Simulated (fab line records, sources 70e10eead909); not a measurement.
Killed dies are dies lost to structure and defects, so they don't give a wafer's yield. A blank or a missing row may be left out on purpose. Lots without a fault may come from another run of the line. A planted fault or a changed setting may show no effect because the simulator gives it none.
fab line records | flow nand_harc
record lots=4 wafers=11 last_day=31
route steps=1302 shown A_CHANNEL_HOLE_D2@570 END@1301
lots that met no fault: from a run of the same line without faults
start_h: hours from the record's first day to the start of the lot's first wafer shown | wait_h: hours since the lot's step before | " the same as in the row above | L1.1+2: a row that stands for several wafers | - no value, or no start given | * or withheld: withheld | < > ~ a bound
route shown NAME@n: a module of which the file shows steps, and the number in the route of the first | usual: mean/standard deviation of fault-free wafers | same: alike in all rows | chamber/n: place in a boat | sites: the reading at each site | _std_site: their standard deviation | _edge_site: outer sites' mean less inner sites' | radius_mm: how far each site lies from the wafer's centre | mask NAME#n: copy n | behind: the tool/chamber that last shaped the wafer | hold: why the lot was held/for how many hours/how that ended | device: the transistor (n, p or np) that didn't switch | end of line: the same wafers' tests at the end of the route | a step without rows: its recipe alone | killed: dies lost to structure and defects at the first sort, not the wafer's yield | map: a wafer's dies, x killed, . not, _ none there
set.NAME: the setting as run; set.NAME@STEP: as run at that earlier step | model.NAME: the simulator's own value behind a step, which no gauge read
lots at some steps of the route; a table a step, a row a wafer
services: from which hour (start_h, from the record's first day; less than 0 if before it) a tool's chamber was out of use, for how many hours, and why
## steps
# step NHARC_A_CHANNEL_HOLE_D2_DEP_00
# recipe target_thk_a=31000 temp_c=400 material=aC
# step NHARC_A_CHANNEL_HOLE_D2_DEP_01
# recipe target_thk_a=1400 target_thk_nm=140 temp_c=400 pressure_torr=3.5 flow_sccm=200 rf_w=350 material=SiON
# step NHARC_A_CHANNEL_HOLE_D2_DEHYDRATE_02
# recipe temp_c=150 time_s=120
# step NHARC_A_CHANNEL_HOLE_D2_HMDS_03
# recipe time_s=30
# step NHARC_A_CHANNEL_HOLE_D2_COAT_36
# recipe temp_c=260 time_s=75
# step NHARC_A_CHANNEL_HOLE_D2_COAT_37
# recipe temp_c=225 time_s=65
# step NHARC_A_CHANNEL_HOLE_D2_COAT_04
# recipe spin_rpm=1500 resist_thk_nm=90
# step NHARC_A_CHANNEL_HOLE_D2_SOFTBAKE_05
# recipe temp_c=105 time_s=55
# step NHARC_A_CHANNEL_HOLE_D2_EBR_06
# step NHARC_A_CHANNEL_HOLE_D2_EXPOSE_07
# recipe na=1.35 target_cd_nm=100 sigma_outer=0.3 dose_mj=59.65 mask_id=HOLE_D2
# step NHARC_A_CHANNEL_HOLE_D2_PEB_08
# recipe peb_temp_c=100 peb_time_s=65
# usual heater_power_total_W=156.7/0.41
# columns lot.wafer tool chamber start_h wait_h heater_power_total_W
L926.2 litho_track-06 0 322.01 0.1 156.4
L926.5 " 0 " " 156.9
L926.6 " 0 " " 157.0
L935.1 litho_track-06 0 409.22 0.1 188.6
L935.2 " 0 " " 157.2
L935.3 " 0 " " 157.2
L937.4 litho_track-06 0 439.65 0.0 187.6
L937.6 " 0 " " 188.2
L942.1 litho_track-01 0 481.59 0.1 157.0
L942.2 " 0 " " 156.8
L942.6 " 0 " " 157.0
# step NHARC_A_CHANNEL_HOLE_D2_DEVELOP_09
# recipe develop_time_s=35 dev_temp_c=23
# step NHARC_A_CHANNEL_HOLE_D2_CD_MEAS_10
# recipe target_cd_nm=100 landing_energy_ev=500
# usual cd_nm=100.0/0.49
# columns lot.wafer tool chamber start_h wait_h hold cd_nm
L926.2 cd_sem-01 0 322.09 - - 99.2
L926.5 " 0 " " - 100.0
L926.6 " 0 " " - 99.8
L935.1 cd_sem-03 0 409.30 - await_dispo/0.2h/release 89.8
L935.2 " 0 " " await_dispo/0.2h/release 99.5
L935.3 " 0 " " await_dispo/0.2h/release 99.9
L935.1 cd_sem-03 0 - - - 89.8
L935.2 " 0 " " - 99.5
L935.3 " 0 " " - 99.6
L937.4 cd_sem-02 0 439.73 - await_dispo/0.2h/release 90.0
L937.6 " 0 " " await_dispo/0.2h/release 90.5
L937.4 cd_sem-02 0 - - - 89.8
L937.6 " 0 " " - 90.4
L942.1 cd_sem-02 0 481.67 - - 100.2
L942.2 " 0 " " - 99.8
L942.6 " 0 " " - 99.9
# step NHARC_A_CHANNEL_HOLE_D2_OVL_MEAS_11
# usual overlay_x_nm=0.4/1 overlay_y_nm=-0.1/0.84
# columns lot.wafer tool chamber start_h wait_h hold overlay_x_nm overlay_y_nm
L926.2 overlay-01 - 322.18 - - 0.1 0.2
L926.5 " - " " - 0.4 0.3
L926.6 " - " " - 0.1 -0.5
L935.1 overlay-02 - 411.67 - await_dispo/2.1h/release 0.6 -0.4
L935.2 " - " " await_dispo/2.1h/release 0.1 -0.6
L935.3 " - " " await_dispo/2.1h/release -0.3 0.2
L937.4 overlay-02 - 440.98 - await_dispo/1.0h/release 0.0 0.5
L937.6 " - " " await_dispo/1.0h/release 0.4 1.0
L942.1 overlay-01 - 481.76 - - -0.2 0.4
L942.2 " - " " - -0.2 0.8
L942.6 " - " " - 0.2 0.3
# step NHARC_A_CHANNEL_HOLE_D2_DESCUM_15
# recipe time_s=3 o2_flow_sccm=200 ar_flow_sccm=0 bias_power_w=0 chemistry=O2
# usual drypump_motor_current_A=5.8/0.54 oes_product_au=1.001/0.0098 rf_vpp_V=57.8/0.86 showerhead_plenum_p_Torr=1.90/0.069 throttle_valve_pct=11.312/0.0088
# columns lot.wafer tool chamber start_h wait_h drypump_motor_current_A oes_product_au rf_hours_counter_h rf_vpp_V showerhead_plenum_p_Torr throttle_valve_pct model.A_CHANNEL_HOLE_D2.cd_nm
L926.2 rie_diel-04 2 322.29 0.1 5.8 0.995 8 58.6 1.97 11.317 99.56
L926.5 " 0 " " 5.7 1.000 - 58.3 1.92 11.316 99.74
L926.6 " 1 " " 5.7 0.978 - 57.7 1.79 11.310 100.4
L935.3 rie_diel-08 2 411.78 0.1 6.7 1.002 2 58.4 1.91 11.305 99.7
L935.1 " 3 " " 6.0 0.997 2 59.3 2.03 11.323 90.85
L935.2 " 0 " " 5.5 1.009 2 57.4 1.87 11.298 99.85
L937.4 rie_diel-08 2 441.09 0.1 6.7 1.021 4 59.1 1.91 11.306 90.22
L937.6 " 2 " " 6.7 1.004 - 57.8 1.91 11.300 90.47
L942.2 rie_diel-09 3 481.87 0.1 5.2 0.995 12 56.8 1.87 11.300 99.63
L942.1 " 0 " " 4.9 1.001 12 56.4 1.79 11.313 99.41
L942.6 " 2 " " 6.3 0.996 - 58.8 1.95 11.316 100
# step NHARC_A_CHANNEL_HOLE_D2_ETCH_38
# recipe target_depth_a=390 over_etch_frac=0.3 time_s=65 ion_energy_ev=80 cf4_flow_sccm=150 ar_flow_sccm=0 rf_w=300 bias_w=100 chemistry=CF4
# step NHARC_A_CHANNEL_HOLE_D2_ETCH_39
# recipe target_depth_a=2600 over_etch_frac=0.3 time_s=325 ion_energy_ev=200 n2_flow_sccm=150 h2_flow_sccm=150 ar_flow_sccm=0 rf_w=400 bias_w=150 chemistry=N2/H2
# step NHARC_A_CHANNEL_HOLE_D2_ETCH_34
# recipe target_depth_a=1540 time_s=77 cf4_flow_sccm=100 chf3_flow_sccm=30 ar_flow_sccm=0 rf_w=500 bias_w=200 chemistry=CF4/CHF3
# step NHARC_A_CHANNEL_HOLE_D2_ETCH_16
# recipe target_depth_a=31000 over_etch_frac=0.3 time_s=806 ion_energy_ev=150 o2_flow_sccm=400 cos_flow_sccm=20 ar_flow_sccm=0 rf_w=500 bias_w=300 chemistry=O2/COS
# step NHARC_A_CHANNEL_HOLE_D2_CD_MEAS_18
# usual cd_nm=99.9/2.4
# columns lot.wafer tool chamber start_h wait_h hold cd_nm
L926.2 cd_sem-01 - 323.39 - - 95.1
L926.5 " - " " - 95.8
L926.6 " - " " - 97.9
L935.1 cd_sem-02 - 412.88 - await_dispo/0.2h/release 86.6
L935.2 " - " " await_dispo/0.2h/release 99.1
L935.3 " - " " await_dispo/0.2h/release 98.9
L935.1 cd_sem-02 - 413.06 0.2 - 86.4
L935.2 " - " " - 99.1
L935.3 " - " " - 98.9
L937.4 cd_sem-02 - 442.20 - await_dispo/0.2h/release 90.0
L937.6 " - " " await_dispo/0.2h/release 89.6
L937.4 cd_sem-02 - 442.39 0.2 - 89.6
L937.6 " - " " - 89.1
L942.1 cd_sem-01 - 482.96 - - 100.6
L942.2 " - " " - 100.0
L942.6 " - " " - 100.9
# step NHARC_A_CHANNEL_HOLE_D2_ETCH_20
# recipe bias_v=3000 source_w=withheld pressure_mtorr=20 time_s=361.9 ar_flow_sccm=375 c4f8_flow_sccm=89.3 o2_flow_sccm=35.7 temp_c=-20 target_depth_a=16000 chemistry=C4F8/O2/Ar
# step NHARC_A_CHANNEL_HOLE_D2_ETCH_21
# recipe bias_v=3000 source_w=withheld pressure_mtorr=20 time_s=514.3 ar_flow_sccm=375 c4f8_flow_sccm=89.3 o2_flow_sccm=35.7 temp_c=-20 target_depth_a=16000 chemistry=C4F8/O2/Ar
# step NHARC_A_CHANNEL_HOLE_D2_ETCH_22
# recipe bias_v=3000 source_w=withheld pressure_mtorr=20 time_s=666.7 ar_flow_sccm=375 c4f8_flow_sccm=89.3 o2_flow_sccm=35.7 temp_c=-20 target_depth_a=16000 chemistry=C4F8/O2/Ar
# step NHARC_A_CHANNEL_HOLE_D2_ETCH_23
# recipe bias_v=5000 source_w=withheld pressure_mtorr=20 time_s=819 ar_flow_sccm=375 c4f8_flow_sccm=89.3 o2_flow_sccm=35.7 temp_c=-20 target_depth_a=16000 chemistry=C4F8/O2/Ar
# step NHARC_A_CHANNEL_HOLE_D2_ETCH_24
# recipe bias_v=5000 source_w=withheld pressure_mtorr=20 time_s=906.2 ar_flow_sccm=375 c4f8_flow_sccm=93.8 o2_flow_sccm=31.2 temp_c=-20 target_depth_a=15000 chemistry=C4F8/O2/Ar
# step NHARC_A_CHANNEL_HOLE_D2_ETCH_25
# recipe bias_v=5000 source_w=withheld pressure_mtorr=20 time_s=1040.2 ar_flow_sccm=375 c4f8_flow_sccm=93.8 o2_flow_sccm=31.2 temp_c=-20 target_depth_a=15000 chemistry=C4F8/O2/Ar
# step NHARC_A_CHANNEL_HOLE_D2_ETCH_26
# recipe bias_v=300 source_w=2000 pressure_mtorr=30 time_s=224.1 ar_flow_sccm=375 c4f8_flow_sccm=11.4 o2_flow_sccm=113.6 temp_c=-20 target_depth_a=3000 chemistry=C4F8/O2/Ar
# step NHARC_A_CHANNEL_HOLE_D2_ETCH_27
# recipe bias_v=400 source_w=2000 pressure_mtorr=25 time_s=90 ar_flow_sccm=375 c4f8_flow_sccm=41.7 o2_flow_sccm=83.3 temp_c=-20 target_depth_a=4000 chemistry=C4F8/O2/Ar
# step NHARC_A_CHANNEL_HOLE_D2_STRIP_41
# recipe n2_flow_sccm=150 h2_flow_sccm=150 ar_flow_sccm=0 bias_w=0 chemistry=N2/H2
# step NHARC_A_CHANNEL_HOLE_D2_STRIP_42
# recipe cf4_flow_sccm=100 chf3_flow_sccm=30 ar_flow_sccm=0 bias_w=0 chemistry=CF4/CHF3
# step NHARC_A_CHANNEL_HOLE_D2_STRIP_43
# recipe o2_flow_sccm=400 cos_flow_sccm=20 ar_flow_sccm=0 bias_w=0 chemistry=O2/COS
# step NHARC_A_CHANNEL_HOLE_D2_ETCH_44
# recipe target_depth_a=1400 overetch_a=140 time_s=77 ion_energy_ev=100 cf4_flow_sccm=80 o2_flow_sccm=20 ar_flow_sccm=0 rf_w=300 bias_w=100 chemistry=CF4/O2
# usual drypump_motor_current_A=5.8/0.48 oes_product_au=1.000/0.0096 rf_vpp_V=197.6/1.2 showerhead_plenum_p_Torr=1.33/0.047 throttle_valve_pct=13.397/0.0094
# columns lot.wafer tool chamber start_h wait_h drypump_motor_current_A oes_product_au rf_hours_counter_h rf_vpp_V showerhead_plenum_p_Torr throttle_valve_pct model.A_CHANNEL_HOLE_D2.cd_nm
L926.2 rie_diel-04 3 328.21 0.1 6.6 0.990 10 197.7 1.31 13.410 88.54
L926.6 " 0 " " 5.7 1.011 - 199.3 1.34 13.387 88.88
L926.5 " 1 " " 5.7 0.982 - 195.8 1.25 13.393 90.78
L935.2 rie_diel-09 1 424.67 0.2 5.4 1.000 2 196.2 1.33 13.403 89.62
L935.3 " 2 " " 6.4 0.986 8 198.0 1.36 13.386 90.08
L935.1 " 3 " " 5.2 0.989 8 196.4 1.31 13.399 79.53
L937.4 rie_diel-09 1 454.26 0.1 5.5 0.987 3 197.9 1.33 13.405 80.06
L937.6 " 0 " " 4.9 0.992 - 195.2 1.25 13.390 81.78
L942.2 rie_diel-09 0 490.19 0.1 4.9 0.994 13 195.9 1.25 13.405 90.79
L942.1 " 2 " " 6.3 0.995 13 199.0 1.36 13.390 90.27
L942.6 " 0 " " 4.9 1.003 - 197.0 1.25 13.384 92.82
# step NHARC_A_CHANNEL_HOLE_D2_STRIP_28
# recipe o2_flow_sccm=500 ar_flow_sccm=0 bias_w=0 chemistry=O2
# step NHARC_A_CHANNEL_HOLE_D2_PRECLEAN_29
# recipe time_s=* temp_c=50 bath_age_min=0 chemistry=SC1
# step NHARC_A_CHANNEL_HOLE_D2_SRD_30
# step NHARC_A_CHANNEL_HOLE_D2_CD_MEAS_31
# usual cd_nm=89.9/1.3
# columns lot.wafer tool chamber start_h wait_h hold cd_nm
L926.2 cd_sem-03 - 328.99 - - 88.3
L926.5 " - " " - 89.8
L926.6 " - " " - 89.2
L935.1 cd_sem-02 - 425.46 - await_dispo/0.2h/release 79.9
L935.2 " - " " await_dispo/0.2h/release 89.1
L935.3 " - " " await_dispo/0.2h/release 90.2
L935.1 cd_sem-02 - 425.65 0.2 - 79.6
L935.2 " - " " - 89.3
L935.3 " - " " - 90.3
L937.4 cd_sem-02 - 461.75 - await_dispo/0.2h/release 79.8
L937.6 " - " " await_dispo/0.2h/release 81.4
L937.4 cd_sem-02 - 461.93 0.2 - 79.4
L937.6 " - " " - 82.0
L942.1 cd_sem-02 - 490.98 - - 91.0
L942.2 " - " " - 90.1
L942.6 " - " " - 92.1
# step NHARC_A_CHANNEL_HOLE_D2_XSEM_32
# recipe landing_energy_ev=35000
# usual bot_cd_nm=74.4/1.4 bow_nm=8.64/0.27 tilt_deg=0.05/0.041
# columns lot.wafer tool chamber start_h wait_h hold bot_cd_nm bow_nm tilt_deg
L926.2 xsem-01 0 329.08 0.1 - 73.3 8.76 0.08
L926.5 " 0 " " - 74.8 8.69 0.09
L926.6 " 0 " " - 73.7 8.72 0.09
L935.1 xsem-02 0 428.31 2.7 await_dispo/2.6h/release 64.9 8.35 -0.02
L935.2 " 0 " " await_dispo/2.6h/release 74.0 8.31 -0.02
L935.3 " 0 " " await_dispo/2.6h/release 75.3 8.37 -0.03
L937.4 xsem-02 0 463.86 1.9 await_dispo/1.8h/release 63.7 9.09 0.03
L937.6 " 0 " " await_dispo/1.8h/release 66.1 9.05 0.02
L942.1 xsem-02 0 491.08 0.1 - 75.5 8.08 0.07
L942.2 " 0 " " - 76.0 8.06 0.07
L942.6 " 0 " " - 76.5 7.98 0.07
# step NHARC_END_WLT_00
# usual VT_DECK1_BOTTOM=0.866/0.0079 VT_DECK1_BOTTOM_INNER=0.867/0.0079 VT_DECK1_MEDIAN_NEAR_BOTTOM=0.868/0.0074 VT_DECK1_MEDIAN_NEAR_BOTTOM_INNER=0.868/0.0075 VT_DECK1_MIDDLE=0.879/0.0071 VT_DECK1_MIDDLE_INNER=0.879/0.0072 VT_DECK1_TOP=0.890/0.0074 VT_DECK1_TOP_INNER=0.890/0.0072 VT_DECK2_BOTTOM=0.871/0.0078 VT_DECK2_BOTTOM_INNER=0.871/0.0075 VT_DECK2_MEDIAN_NEAR_BOTTOM=0.872/0.0075 VT_DECK2_MEDIAN_NEAR_BOTTOM_INNER=0.872/0.0079 VT_DECK2_MIDDLE=0.884/0.0063 VT_DECK2_MIDDLE_INNER=0.885/0.0065 VT_DECK2_TOP=0.896/0.0071 VT_DECK2_TOP_INNER=0.897/0.007
# columns lot.wafer tool chamber start_h wait_h VT_DECK1_BOTTOM VT_DECK1_BOTTOM_INNER VT_DECK1_MEDIAN_NEAR_BOTTOM VT_DECK1_MEDIAN_NEAR_BOTTOM_INNER VT_DECK1_MIDDLE VT_DECK1_MIDDLE_INNER VT_DECK1_TOP VT_DECK1_TOP_INNER VT_DECK2_BOTTOM VT_DECK2_BOTTOM_INNER VT_DECK2_MEDIAN_NEAR_BOTTOM VT_DECK2_MEDIAN_NEAR_BOTTOM_INNER VT_DECK2_MIDDLE VT_DECK2_MIDDLE_INNER VT_DECK2_TOP VT_DECK2_TOP_INNER
L926.2 prober-02 - 583.99 0.6 0.860 0.863 0.865 0.868 0.879 0.879 0.890 0.885 0.873 0.869 0.865 0.869 0.874 0.884 0.900 0.898
L926.5 " - 585.50 2.1 0.870 0.870 0.875 0.877 0.880 0.876 0.903 0.897 0.869 0.874 0.870 0.877 0.881 0.882 0.895 0.898
L926.6 " - " " 0.866 0.874 0.861 0.878 0.879 0.884 0.894 0.894 0.871 0.868 0.874 0.870 0.893 0.889 0.899 0.895
L935.1 prober-01 - 668.97 1.7 0.862 0.864 0.867 0.860 0.878 0.868 0.891 0.887 0.842 0.842 0.836 0.839 0.860 0.848 0.873 0.869
L935.2 " - " " 0.863 0.870 0.871 0.865 0.879 0.880 0.887 0.885 0.864 0.861 0.871 0.867 0.880 0.888 0.902 0.892
L935.3 " - " " 0.861 0.860 0.868 0.862 0.877 0.877 0.888 0.898 0.874 0.872 0.872 0.864 0.887 0.878 0.894 0.890
L937.4 prober-01 - 704.17 1.6 0.857 0.862 0.867 0.864 0.871 0.878 0.885 0.893 0.838 0.835 0.838 0.828 0.851 0.856 0.868 0.861
L937.6 " - 705.18 2.6 0.861 0.858 0.867 0.874 0.880 0.877 0.885 0.887 0.843 0.844 0.846 0.845 0.854 0.855 0.861 0.869
L942.1 prober-02 - 742.07 0.1 0.869 0.867 0.870 0.875 0.883 0.881 0.884 0.891 0.868 0.880 0.877 0.878 0.888 0.893 0.899 0.899
L942.2 " - " " 0.857 0.863 0.863 0.864 0.880 0.877 0.891 0.892 0.867 0.872 0.876 0.886 0.897 0.891 0.897 0.899
L942.6 " - 744.58 2.6 0.853 0.863 0.864 0.858 0.874 0.872 0.888 0.881 0.878 0.883 0.878 0.877 0.883 0.892 0.896 0.895
# step NHARC_END_SORT_01
# recipe temp_c=25
# usual killed_at_array=55/12 killed_at_other=1.0/1.2 killed_at_periphery=3.9/2.6 killed_dies=60/12 killed_open=3.3/1.9 killed_short=2.5/1.8
# same gross_dies=677
# columns lot.wafer tool chamber start_h wait_h killed_at_array killed_at_other killed_at_periphery killed_dies killed_open killed_short
L935.1 prober-01 0 671.97 2.5 43 0 5 48 3 2
L937.4 prober-01 0 708.10 3.4 54 3 2 59 4 4
L937.6 prober-01 0 709.70 4.0 40 1 2 43 6 1
# killed by level:class
L935.1 A_CHANNEL_HOLE_D1:chamber_film_flake=25 A_CONTACT:chamber_film_flake=7 A_CHANNEL_HOLE_D2:area_peb=3 P_CONTACT:geometric_particle:open=2 A_CHANNEL_HOLE_D2:geometric_particle:short=1 A_SGD_CUT:geometric_particle:open=1 A_WL_FILL:geometric_particle:short=1 A_ZERO_WELL:chamber_film_flake=1
L937.4 A_CHANNEL_HOLE_D2:chamber_film_flake=22 A_CHANNEL_HOLE_D2:area_peb=8 A_CHANNEL_HOLE_D1:chamber_film_flake=6 A_CONTACT:chamber_film_flake=5 A_M0:geometric_particle:open=2 THIN_TSV:chamber_film_flake=2 A_STAIRCASE:chamber_film_flake=2 A_SLIT:chamber_film_flake=2
L937.6 A_CHANNEL_HOLE_D2:chamber_film_flake=16 A_CHANNEL_HOLE_D2:area_peb=6 A_CHANNEL_HOLE_D1:chamber_film_flake=5 A_CONTACT:chamber_film_flake=4 A_SLIT:chamber_film_flake=3 A_DECK1_JOINT:geometric_particle:open=2 P_CONTACT:geometric_particle:open=1 A_CHANNEL_HOLE_D1:geometric_particle:open=1
## services
# columns tool chamber start_h hours kind
rie_diel-04 0 298.58 8.8 repair
rie_diel-09 0 299.10 - clean
rie_diel-09 1 299.10 - clean
rie_diel-09 2 299.10 - clean
rie_diel-09 3 299.10 - clean
rie_diel-08 3 299.46 7.4 repair
rie_diel-09 0 309.45 8.7 repair
rie_diel-09 - 320.10 9.0 pm
rie_diel-09 0 320.10 9.0 vent_cycle
rie_diel-09 1 320.10 9.0 vent_cycle
rie_diel-09 2 320.10 9.0 vent_cycle
rie_diel-09 3 320.10 9.0 vent_cycle
rie_diel-09 0 329.10 - clean
litho_track-01 - 330.00 7.0 pm
rie_diel-09 1 334.70 35.7 repair
xsem-01 - 345.20 3.6 repair
litho_track-06 - 354.00 7.0 pm
rie_diel-04 - 354.90 9.0 pm
rie_diel-08 0 367.15 6.7 repair
rie_diel-08 - 367.80 9.0 pm
rie_diel-09 3 371.86 5.8 repair
xsem-01 - 374.00 14.0 pm
rie_diel-09 0 429.05 6.6 repair
rie_diel-04 - 476.52 1.2 repair
## key
first_sign step=NHARC_A_CHANNEL_HOLE_D2_PEB_08 reading=heater_power_total_W direction=up sigmas=76 usual=* struck=*
effect step=NHARC_A_CHANNEL_HOLE_D2_CD_MEAS_10 reading=visit direction=added
effect step=NHARC_A_CHANNEL_HOLE_D2_CD_MEAS_10 reading=cd_nm direction=down sigmas=20 usual=100.0 struck=90.1
effect step=NHARC_A_CHANNEL_HOLE_D2_CD_MEAS_18 reading=visit direction=added
effect step=NHARC_A_CHANNEL_HOLE_D2_CD_MEAS_31 reading=cd_nm direction=down sigmas=7.1 usual=89.9 struck=80.4
effect step=NHARC_A_CHANNEL_HOLE_D2_XSEM_32 reading=bot_cd_nm direction=down sigmas=6.8 usual=74.4 struck=64.9
effect step=NHARC_END_WLT_00 reading=VT_DECK2_MIDDLE_INNER direction=down sigmas=4.9 usual=0.885 struck=0.853
model_effect step=NHARC_A_CHANNEL_HOLE_D2_DESCUM_15 value=A_CHANNEL_HOLE_D2.cd_nm without=100.4 struck=90.51
model_effect step=NHARC_A_CHANNEL_HOLE_D2_ETCH_44 value=A_CHANNEL_HOLE_D2.cd_nm without=90.36 struck=80.46
met_at NHARC_A_CHANNEL_HOLE_D2_PEB_08
struck_wafers L935.1,L937.4,L937.6
tester_left_out L935,L937
onset_between 322.01 409.22
fault kind=process_parameter_drift tool=litho_track-06 chamber=- onset_h=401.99 steps=NHARC_A_CHANNEL_HOLE_D2_PEB_08 channel=peb_time_s offset=* shape=step end_h=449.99 scope=struck_wafers_only acts_in=* stated=*
# tester_left_out: of these lots the tester's yield and bins aren't shown, on N5 and GAA mostly nor the transistor test; their killed dies are dies lost to structure and defects alone, not to doping, threshold or leakage, so they don't give the yield
